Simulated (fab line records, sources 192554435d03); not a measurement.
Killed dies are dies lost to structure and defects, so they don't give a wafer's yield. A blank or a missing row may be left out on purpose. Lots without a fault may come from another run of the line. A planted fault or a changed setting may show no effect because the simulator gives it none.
Chamber matching | flow n5_finfet | N5_BEOL_M15_CMP_49 on cmp-03: 4 sister chambers
The step polishes, stops on SiO2, t overpolish 4.9 s, target thk 850 nm. 8 wafers are shown with their chamber, then 9 later ones without.

WAFERS WITH THEIR CHAMBER
wafer  | chamber | motor_current_A (A) | barrier_field_endpoint_s (s)
L081.4 | 3       | 7.8                 | 11.44
L087.3 | 0       | 7.8                 | 12.17
L088.1 | 1       | 10.7                | 11.51
L088.5 | 3       | 7.2                 | 11.74
L088.6 | 2       | 7.6                 | 11.78
L091.1 | 2       | 7.1                 | 11.41
L091.2 | 1       | 10.6                | 11.15
L091.4 | 0       | 8.2                 | 11.75

WAFERS WITHOUT THEIR CHAMBER
wafer  | motor_current_A (A) | barrier_field_endpoint_s (s)
L090.2 | 10.7                | 11.11
L090.5 | 7.4                 | 11.09
L090.6 | 7.9                 | 11.40
L094.2 | 11.1                | 11.35
L094.3 | 7.9                 | 11.83
L094.5 | 8.0                 | 11.84
L096.2 | 7.6                 | 11.89
L096.3 | 7.4                 | 11.67
L096.6 | 10.5                | 11.39

WHICH CHAMBER EACH WENT THROUGH
wafer  | from the rows above          | in truth
L090.2 | 1                            | 1
L090.5 | can't be placed: 2 or 3 or 0 | 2
L090.6 | can't be placed: 3 or 2 or 0 | 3
L094.2 | 1                            | 1
L094.3 | can't be placed: 0 or 3 or 2 | 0
L094.5 | can't be placed: 0 or 3 or 2 | 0
L096.2 | can't be placed: 3 or 0 or 2 | 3
L096.3 | can't be placed: 2 or 3 or 0 | 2
L096.6 | 1                            | 1
Placed correctly: 3 of 9. Can't be placed from these rows: 6 (the true chamber is among the candidates in 6). Placed wrongly: 0.
How it was worked out, from the rows above alone: a wafer's distance from a chamber is the root of the sum, over the readings, of the square of ((its reading less the chamber's mean) divided by the reading's scatter). The wafer belongs to the nearest chamber; if the next one is less than 2 further off, it can't be placed. A chamber's mean is the mean of its shown wafers. The scatter: the root of (the sum of the squares of (reading less its chamber's mean) over the shown wafers, divided by (wafers less chambers)).
